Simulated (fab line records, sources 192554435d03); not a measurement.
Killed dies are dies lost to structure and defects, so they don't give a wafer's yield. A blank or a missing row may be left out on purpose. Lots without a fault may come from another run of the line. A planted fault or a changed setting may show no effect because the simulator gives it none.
Which tool did it? | flow n5_finfet | 10 lots, 28 wafers sampled, at 6 steps of a route of 1938

WHAT THE GAUGES READ, wafer by wafer
N5_BEOL_M0_SAQP_CD_MEAS_29: target cd 14.4 nm. Usual: cd_nm 15.01 nm, standard deviation 0.21.
lot  | measured     | on        | cd_nm (nm)        | flag
L158 | day 5 17:43  | cd_sem-02 | 14.66 14.86 14.89 |
L160 | day 6 04:19  | cd_sem-01 | 15.28 14.66 15.19 |
L161 | day 6 15:11  | cd_sem-02 | 14.98 15.05 14.99 |
L162 | day 6 15:55  | cd_sem-02 | 15.11 15.07 15.01 |
L170 | day 8 16:20  | cd_sem-02 | 14.81 14.91 15.30 |
L171 | day 8 21:11  | cd_sem-03 | 15.01 14.84 15.10 |
L173 | day 9 15:35  | cd_sem-02 | 6.29 15.01        | OFF
L175 | day 10 04:37 | cd_sem-03 | 6.10 14.94        | OFF
L178 | day 11 00:47 | cd_sem-03 | 15.06 6.43 15.12  | OFF
L181 | day 11 20:01 | cd_sem-01 | 14.99 15.03 14.88 |

N5_BEOL_M4_RC_MEAS_101. Usual: DIBL_N 35.9 mV/V, standard deviation 1.2; DIBL_P 35.9 mV/V, standard deviation 1.4; IOFF_N 0.149 nA/um, standard deviation 0.02; IOFF_P 0.205 nA/um, standard deviation 0.022; ION_N 671 uA/um, standard deviation 8.8; ION_P 461 uA/um, standard deviation 5.9; SS_N 71.4 mV/dec, standard deviation 0.51; SS_P 73.2 mV/dec, standard deviation 0.56; VT_N 250.6 mV, standard deviation 2.5; VT_P -250.1 mV, standard deviation 2.3.
lot  | measured     | on        | DIBL_N (mV/V)  | DIBL_P (mV/V)  | IOFF_N (nA/um)    | IOFF_P (nA/um)    | ION_N (uA/um) | ION_P (uA/um) | SS_N (mV/dec)  | SS_P (mV/dec)  | VT_N (mV)         | VT_P (mV)            | flag
L158 | day 9 12:38  | prober-02 | 36.5 38.0 37.0 | 36.9 38.1 37.4 | 0.162 0.178 0.166 | 0.193 0.207 0.195 | 686 679 680   | 462 459 453   | 72.0 71.9 71.1 | 73.3 73.8 73.3 | 248.0 248.6 246.5 | -252.3 -251.2 -253.0 |
L160 | day 9 22:42  | prober-01 | 35.4 33.3 34.8 | 34.4 32.3 34.4 | 0.140 0.110 0.138 | 0.211 0.177 0.211 | 667 657 667   | 460 453 460   | 71.2 70.9 70.9 | 73.0 72.9 72.8 | 250.7 254.6 249.5 | -247.5 -249.7 -247.5 |
L161 | day 11 01:32 | prober-02 | 37.0 35.5 38.0 | 37.7 36.1 38.8 | 0.184 0.155 0.207 | 0.238 0.216 0.269 | 672 674 686   | 458 463 467   | 71.2 70.7 72.1 | 73.6 73.3 73.7 | 248.2 249.1 248.1 | -247.7 -250.2 -247.6 |
L162 | day 11 03:07 | prober-02 | 33.7 35.6 34.3 | 35.3 38.1 35.7 | 0.114 0.147 0.121 | 0.181 0.214 0.177 | 653 666 650   | 453 458 452   | 70.9 72.0 71.3 | 73.1 73.2 72.8 | 253.2 251.1 255.3 | -251.4 -251.1 -254.3 |
L170 | day 12 05:19 | prober-02 | 35.5 34.5 36.6 | 33.2 31.5 34.0 | 0.119 0.107 0.129 | 0.190 0.169 0.198 | 652 653 656   | 458 462 460   | 70.8 70.2 70.9 | 71.9 71.6 71.9 | 253.3 254.1 253.5 | -250.8 -251.5 -250.2 |
L171 | day 12 20:46 | prober-02 | 33.5 35.2 34.5 | 33.7 35.4 34.5 | 0.108 0.131 0.119 | 0.159 0.183 0.166 | 654 670 658   | 454 462 451   | 71.1 71.8 70.7 | 73.4 73.5 72.6 | 256.5 252.5 253.0 | -254.7 -251.4 -255.3 |
L173 | day 13 00:25 | prober-01 | 34.1           | 34.7           | 0.130             | 0.176             | 678           | 464           | 70.8           | 72.4           | 250.4             | -251.6               |
L175 | day 13 09:59 | prober-01 | 36.0           | 37.1           | 0.156             | 0.198             | 672           | 458           | 70.9           | 73.2           | 249.8             | -249.9               |
L178 | day 14 18:38 | prober-02 | 37.6 37.9      | 38.1 37.0      | 0.177 0.177       | 0.246 0.225       | 681 677       | 469 460       | 72.0 71.4      | 74.1 74.0      | 250.7 248.0       | -247.8 -248.2        |
L181 | day 16 00:40 | prober-02 | 37.5 36.5 36.1 | 35.7 34.1 34.7 | 0.171 0.145 0.144 | 0.244 0.216 0.222 | 680 664 673   | 473 461 470   | 71.2 71.5 71.0 | 74.4 74.0 73.2 | 247.1 249.7 249.8 | -247.2 -248.4 -246.4 |

WHICH TOOL RAN EACH LOT (tool, then ch and the chambers of the sampled wafers, then the start)
lot  | N5_BEOL_M0_SAQP_RECESS_114         | N5_BEOL_M0_SAQP_MANDREL_ETCH_103 | N5_BEOL_M0_SAQP_RECESS_104         | N5_BEOL_M0_SAQP_SPACER2_ALD_26
L158 | vapor_etch-01 ch 0,1, day 5 14:32  | rie_si-02 ch 2,3, day 5 16:05    | vapor_etch-01 ch 0,1, day 5 16:10  | ald_sin-03 ch 0,1,2, day 5 16:58
L160 | vapor_etch-01 ch 0,1, day 6 01:18  | rie_si-03 ch 0,3, day 6 02:36    | vapor_etch-02 ch 0,1, day 6 02:41  | ald_sin-04 ch 1,2, day 6 03:34
L161 | vapor_etch-02 ch 0,1, day 6 12:00  | rie_si-04 ch 2,3, day 6 13:19    | vapor_etch-02 ch 0,1, day 6 13:23  | ald_sin-02 ch 1,3, day 6 14:26
L162 | vapor_etch-02 ch 0,1, day 6 12:47  | rie_si-03 ch 1,2,3, day 6 14:01  | vapor_etch-02 ch 0,1, day 6 14:25  | ald_sin-02 ch 0,1,3, day 6 15:10
L170 | vapor_etch-01 ch 0, day 8 13:27    | rie_si-03 ch 1,2,3, day 8 14:44  | vapor_etch-01 ch 0, day 8 14:50    | ald_sin-03 ch 0,1,3, day 8 15:35
L171 | vapor_etch-02 ch 0,1, day 8 16:21  | rie_si-03 ch 1,2, day 8 17:28    | vapor_etch-02 ch 0,1, day 8 17:40  | ald_sin-02 ch 0,2,3, day 8 20:26
L173 | vapor_etch-02 ch 0,1, day 9 11:26  | rie_si-04 ch 2,3, day 9 12:38    | vapor_etch-02 ch 0,1, day 9 12:50  | ald_sin-03 ch 1,2, day 9 14:50
L175 | vapor_etch-02 ch 0,1, day 10 00:33 | rie_si-02 ch 1,2, day 10 01:52   | vapor_etch-02 ch 0,1, day 10 02:46 | ald_sin-03 ch 0,2, day 10 03:43
L178 | vapor_etch-02 ch 0,1, day 10 21:12 | rie_si-02 ch 0,3, day 10 22:49   | vapor_etch-01 ch 0,1, day 10 23:05 | ald_sin-03 ch 1,2,3, day 11 00:02
L181 | vapor_etch-01 ch 0,1, day 11 16:10 | rie_si-02 ch 0,1,2, day 11 17:58 | vapor_etch-01 ch 0,1, day 11 18:02 | ald_sin-04 ch 0,1, day 11 19:08
- N5_BEOL_M0_SAQP_RECESS_114: chemistry HF/NH3, target SiO2, target depth 14.4 nm, afs cycles 3, sublimation time 60 s.
- N5_BEOL_M0_SAQP_MANDREL_ETCH_103: etches a-Si in HBr/Cl2, stops on SiCN, target depth 45 nm, bt time 10 s, time 27 s.
- N5_BEOL_M0_SAQP_RECESS_104: chemistry HF/NH3, target SiO2, target depth 18 nm, afs cycles 3, sublimation time 60 s.
- N5_BEOL_M0_SAQP_SPACER2_ALD_26: deposits SiO2, target thk 15 nm, pulse time 1 s, purge time 2 s.

WHAT THE TOOLS THEMSELVES READ (means of the sampled wafers that have a number; where no wafer has one, the mark that the record gives instead)
N5_BEOL_M0_SAQP_RECESS_114. Usual: drypump_motor_current_A 5.84 A, standard deviation 0.16.
lot  | tool          | drypump_motor_current_A (A) | flag
L158 | vapor_etch-01 | 5.66                        |
L160 | vapor_etch-01 | 5.79                        |
L161 | vapor_etch-02 | 5.94                        |
L162 | vapor_etch-02 | 5.96                        |
L170 | vapor_etch-01 | 5.93                        |
L171 | vapor_etch-02 | 5.86                        |
L173 | vapor_etch-02 | 5.93                        |
L175 | vapor_etch-02 | 5.95                        |
L178 | vapor_etch-02 | 5.89                        |
L181 | vapor_etch-01 | 5.77                        |

N5_BEOL_M0_SAQP_MANDREL_ETCH_103. Usual: bias_w 74.98 W, standard deviation 0.22; drypump_motor_current_A 6.0 A, standard deviation 0.36; oes_product_au 0.682 a.u., standard deviation 0.012; throttle_valve_pct 35.4 %, standard deviation 0.34.
lot  | tool      | bias_w (W) | drypump_motor_current_A (A) | oes_product_au (a.u.) | throttle_valve_pct (%) | flag
L158 | rie_si-02 | 75.11      | 6.2                         | 0.670                 | 35.3                   |
L160 | rie_si-03 | 75.01      | 5.4                         | 0.670                 | 35.6                   |
L161 | rie_si-04 | 75.10      | 6.0                         | 0.670                 | 35.4                   |
L162 | rie_si-03 | 75.06      | 5.7                         | 0.676                 | 35.3                   |
L170 | rie_si-03 | 75.02      | 5.7                         | 0.687                 | 35.3                   |
L171 | rie_si-03 | 74.70      | 6.0                         | 0.689                 | 35.3                   |
L173 | rie_si-04 | 74.81      | 6.0                         | 0.673                 | 35.4                   |
L175 | rie_si-02 | 74.98      | 6.5                         | 0.685                 | 35.2                   |
L178 | rie_si-02 | 74.77      | 5.8                         | 0.691                 | 35.0                   |
L181 | rie_si-02 | 75.00      | 6.3                         | 0.686                 | 35.1                   |

N5_BEOL_M0_SAQP_RECESS_104. Usual: drypump_motor_current_A 5.82 A, standard deviation 0.18.
lot  | tool          | drypump_motor_current_A (A) | flag
L158 | vapor_etch-01 | 5.67                        |
L160 | vapor_etch-02 | 5.87                        |
L161 | vapor_etch-02 | 5.92                        |
L162 | vapor_etch-02 | 5.91                        |
L170 | vapor_etch-01 | 5.92                        |
L171 | vapor_etch-02 | 5.90                        |
L173 | vapor_etch-02 | 5.89                        |
L175 | vapor_etch-02 | 5.92                        |
L178 | vapor_etch-01 | 5.65                        |
L181 | vapor_etch-01 | 5.76                        |

N5_BEOL_M0_SAQP_SPACER2_ALD_26. Usual: heater_power_w 474 W, standard deviation 35; precursor_pulse_height_rel 0.999, standard deviation 0.021.
lot  | tool       | heater_power_w (W) | precursor_pulse_height_rel | flag
L158 | ald_sin-03 | 475                | 0.998                      |
L160 | ald_sin-04 | 429                | 0.994                      |
L161 | ald_sin-02 | 506                | 1.001                      |
L162 | ald_sin-02 | 510                | 1.000                      |
L170 | ald_sin-03 | 490                | 0.999                      |
L171 | ald_sin-02 | 489                | 1.014                      |
L173 | ald_sin-03 | 471                | 0.995                      |
L175 | ald_sin-03 | 493                | 0.999                      |
L178 | ald_sin-03 | 487                | 0.981                      |
L181 | ald_sin-04 | 469                | 0.984                      |

THE ANSWER, worked out from the rows above alone
Rule: a lot is off if the mean of its wafers that have a number lies more than 3 standard deviations from the usual mean. A lot without any number at a reading at which 4 lots or more have one is off too. The other lots that the step has rows for count as sound. The gauges are gone through in route order, then the tools' own readings, and for those a lot's mean is taken as printed above. The first step at which some lot is off is used, and at that step the reading that is off furthest; a lot without a number counts as furthest.
Off: L173, L175, L178, at N5_BEOL_M0_SAQP_CD_MEAS_29 (cd_nm).
A tool fits if, at a process step before that reading, it ran every lot that is off, and no sound lot after the first of them. The gauges at N5_BEOL_M0_SAQP_CD_MEAS_29 are tried like those tools. Can't be told from this: 2 tools fit, vapor_etch-02 at N5_BEOL_M0_SAQP_RECESS_114, ald_sin-03 at N5_BEOL_M0_SAQP_SPACER2_ALD_26.

WHAT THE SIMULATOR HAD PUT IN
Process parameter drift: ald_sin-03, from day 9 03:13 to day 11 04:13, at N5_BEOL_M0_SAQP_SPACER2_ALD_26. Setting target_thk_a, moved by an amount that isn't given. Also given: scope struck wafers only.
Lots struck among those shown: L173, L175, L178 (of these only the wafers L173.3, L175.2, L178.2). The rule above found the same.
